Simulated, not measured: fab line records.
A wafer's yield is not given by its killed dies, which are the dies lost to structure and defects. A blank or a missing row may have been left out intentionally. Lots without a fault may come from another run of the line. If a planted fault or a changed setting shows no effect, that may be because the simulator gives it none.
Chamber matching ; flow nand_harc ; pecvd-02 running NHARC_A_STAIRCASE_DEP_322: 3 sister chambers
The step deposits SiO2, target thk 7200 nm. 6 wafers are shown with their chamber, then 8 later ones without.

== WAFERS PAIRED WITH THEIR CHAMBERS ==
wafer;chamber;heater_power_w (W)
L082.1;2;767
L086.3;2;704
L090.1;0;608
L090.2;1;609
L090.6;0;504
L089.2;1;741

== WAFERS MISSING THEIR CHAMBER ==
wafer;heater_power_w (W)
L089.4;630
L089.6;525
L093.3;701
L093.4;519
L093.5;611
L096.1;625
L096.3;742
L096.6;529

== EACH ONE'S CHAMBER ==
wafer;from the rows above;in truth
L089.4;can't be placed: 1 or 0 or 2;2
L089.6;can't be placed: 0 or 1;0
L093.3;can't be placed: 1 or 2 or 0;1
L093.4;can't be placed: 0 or 1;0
L093.5;can't be placed: 0 or 1 or 2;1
L096.1;can't be placed: 1 or 0 or 2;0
L096.3;can't be placed: 2 or 1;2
L096.6;can't be placed: 0 or 1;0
Placed correctly: 0 of 8. Can't be placed from these rows: 8 (the true chamber is among the candidates in 8). Placed wrongly: 0.
How it was worked out, from the rows above alone: a wafer's distance from a chamber is the root of the sum, over the readings, of the square of ((its reading less the chamber's mean) divided by the reading's scatter). The wafer belongs to the nearest chamber; if the next one is less than 2 further off, it can't be placed. The mean given for a chamber averages the wafers shown for that chamber. The scatter: the root of (the sum of the squares of (reading less its chamber's mean) over the shown wafers, divided by (wafers less chambers)).
